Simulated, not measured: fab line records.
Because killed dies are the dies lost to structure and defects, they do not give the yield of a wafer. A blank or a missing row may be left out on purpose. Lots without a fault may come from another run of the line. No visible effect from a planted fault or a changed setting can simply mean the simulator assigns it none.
A struck lot beside a sound one + flow nand_harc + 42 out of 1302 route steps
Sound: wafers L240.1, L240.2, L240.3. Struck: wafers L251.1, L251.2, L251.6. At the end, the cause is stated.
For every step that has rows: the tool of each side, followed by ch and its chambers, followed by its first start. Under that, the readings that differ: sound wafers + struck wafers + difference of the means + sigmas: that difference in standard deviations of wafers without a fault.
alike: readings whose means differ by less than 2 such deviations, and words and numbers that are the same on both sides. not compared: withheld readings, readings that some wafer has no value for, bounds like >300 that may hide the same value, and numbers for which the record gives no deviation and whose values overlap.
A row with sigmas, a row that says differs or no value, or rows on one side alone: a step with any of these is where the two part. Non-overlapping numbers with no deviation appear without sigmas and do not part them. Lack of a reading on every wafer of one side parts them only where that side has two or more wafers.

first, 1 step without rows for these wafers: NHARC_A_CONTACT_ETCH_78 (etches the open film in O2/COS, target depth 5300 nm, time 1378 s).
NHARC_A_CONTACT_ETCH_124: etches the open film in C4F8/O2/Ar, time 140 s, target depth 700 nm.
  sound on har_cap_etch-01 ch 0,1, day 27 02:20; struck on har_cap_etch-02 ch 0,1, day 31 20:12
  not compared: rf_hours_counter_h
then, 4 steps without rows for these wafers: NHARC_A_CONTACT_ETCH_125 (etches the open film in C4F8/O2/Ar, time 197 s, target depth 1918 nm); NHARC_A_CONTACT_ETCH_126 (etches the open film in C4F8/O2/Ar, time 197 s, target depth 1918 nm); NHARC_A_CONTACT_ETCH_127 (etches the open film in C4F8/O2/Ar, time 197 s, target depth 1918 nm); NHARC_A_CONTACT_ETCH_128 (etches the open film in C4F8/O2/Ar, time 197 s, target depth 1918 nm).
NHARC_A_CONTACT_ETCH_129: etches the open film in C4F8/O2/Ar, time 197 s, target depth 1918 nm.
  sound on har_cap_etch-01 ch 0,1, day 27 03:15; struck on har_cap_etch-02 ch 0,1, day 31 21:07
  not compared: rf_hours_counter_h
then, 5 steps without rows for these wafers: NHARC_A_CONTACT_ETCH_130 (etches the open film in C4F8/O2/Ar, time 197 s, target depth 1918 nm); NHARC_A_CONTACT_ETCH_131 (etches the open film in C4F8/O2/Ar, time 197 s, target depth 1918 nm); NHARC_A_CONTACT_ETCH_132 (etches the open film in C4F8/O2/Ar, time 197 s, target depth 1924 nm); NHARC_A_CONTACT_ETCH_133 (etches the open film in C4F8/O2/Ar, time 374 s, target depth 1610 nm); NHARC_A_CONTACT_ETCH_91 (etches the open film in CH3F/O2, target depth 40 nm, time 85.7 s).
NHARC_A_CONTACT_ETCH_97: etches the open film in C4F6/O2, target depth 20 nm, time 10 s.
  sound on rie_diel-05 ch 0,1,3, day 27 04:52; struck on rie_diel-05 ch 0,3, day 31 22:44
  alike: drypump_motor_current_A, oes_product_au, rf_fwd_power_W, rf_vpp_V, showerhead_plenum_p_Torr, throttle_valve_pct
  not compared: rf_hours_counter_h
NHARC_A_CONTACT_CD_MEAS_80:
  struck on cd_sem-02, day 31 22:49; sound on cd_sem-02, day 27 04:57
  alike: cd_nm
then, 3 steps without rows for these wafers: NHARC_A_CONTACT_STRIP_103 (strips in N2/H2); NHARC_A_CONTACT_STRIP_104 (strips in CF4/CHF3); NHARC_A_CONTACT_STRIP_105 (strips in O2/COS).
NHARC_A_CONTACT_ETCH_106: etches the open film in CF4/O2, target depth 90 nm, overetch 9 nm, time 49.5 s.
  sound on rie_diel-05 ch 0,2,3, day 27 05:15; struck on rie_diel-05 ch 0,1,2, day 31 23:07
  alike: drypump_motor_current_A, oes_product_au, rf_fwd_power_W, rf_vpp_V, showerhead_plenum_p_Torr, throttle_valve_pct
  not compared: rf_hours_counter_h
then, 14 steps without rows for these wafers: NHARC_A_CONTACT_STRIP_82 (strips in O2); NHARC_A_CONTACT_STRIP_83 (strips in post etch residue remover, time 600 s); NHARC_A_CONTACT_DEP_84 (deposits aC, target thk 2800 nm); NHARC_A_CONTACT_DEP_85 (deposits SiON, target thk 60 nm); NHARC_A_CONTACT_DEHYDRATE_00 (time 120 s); NHARC_A_CONTACT_HMDS_01 (time 30 s); NHARC_A_CONTACT_COAT_86 (time 75 s); NHARC_A_CONTACT_COAT_87 (time 65 s); NHARC_A_CONTACT_COAT_02 (resist thk 90 nm); NHARC_A_CONTACT_SOFTBAKE_03 (time 55 s); NHARC_A_CONTACT_EBR_04; NHARC_A_CONTACT_EXPOSE_05 (exposes mask A CC); NHARC_A_CONTACT_PEB_06 (peb time 65 s); NHARC_A_CONTACT_DEVELOP_07 (develop time 35 s).
NHARC_A_CONTACT_CD_MEAS_08: the cd target is 200 nm.
  sound on cd_sem-02 ch 0, day 27 08:23; struck on cd_sem-01 ch 0, day 32 08:14
  alike: cd_nm
NHARC_A_CONTACT_OVL_MEAS_09:
  struck on overlay-02, day 32 08:19; sound on overlay-02, day 27 08:28
  alike: overlay_x_nm, overlay_y_nm
then, 2 steps without rows for these wafers: NHARC_A_CONTACT_DESCUM_13 (chemistry O2, time 3 s); NHARC_A_CONTACT_ETCH_88 (etches the open film in CF4, target depth 39 nm, time 65 s).
NHARC_A_CONTACT_ETCH_89: etches the open film in N2/H2, target depth 260 nm, time 475.3 s.
  sound: rie_diel-05 ch 0,2,3; struck: rie_diel-05 ch 0,3
  alike: drypump_motor_current_A, oes_product_au, rf_fwd_power_W, rf_vpp_V, showerhead_plenum_p_Torr, throttle_valve_pct
  not compared: rf_hours_counter_h
then, 2 steps without rows for these wafers: NHARC_A_CONTACT_ETCH_30 (etches the open film in CF4/CHF3, target depth 72.6 nm, time 36.3 s); NHARC_A_CONTACT_ETCH_31 (etches the open film in O2/COS, target depth 2800 nm, time 728 s).
NHARC_A_CONTACT_ETCH_134: etches the open film in C4F8/O2/Ar, time 140 s, target depth 700 nm.
  sound on har_cap_etch-01 ch 0,1, day 27 09:42; struck on har_cap_etch-03 ch 0,1, day 32 09:33
  not compared: rf_hours_counter_h
then, 1 step without rows for these wafers: NHARC_A_CONTACT_ETCH_135 (etches the open film in C4F8/O2/Ar, time 311 s, target depth 1912 nm).
-- record jumps: 2 days between struck wafers' starts before vs after; left off in module A_CONTACT, resumes in module END, first step shown is number 1302 of the route --
NHARC_END_SORT_01:
  here the record holds rows for the struck wafers (prober-01 ch 0, day 34 10:54) but none for the sound ones

## WHERE THEY PART
Within this record, at NHARC_END_SORT_01 only.

WHY: whatever the simulator had introduced
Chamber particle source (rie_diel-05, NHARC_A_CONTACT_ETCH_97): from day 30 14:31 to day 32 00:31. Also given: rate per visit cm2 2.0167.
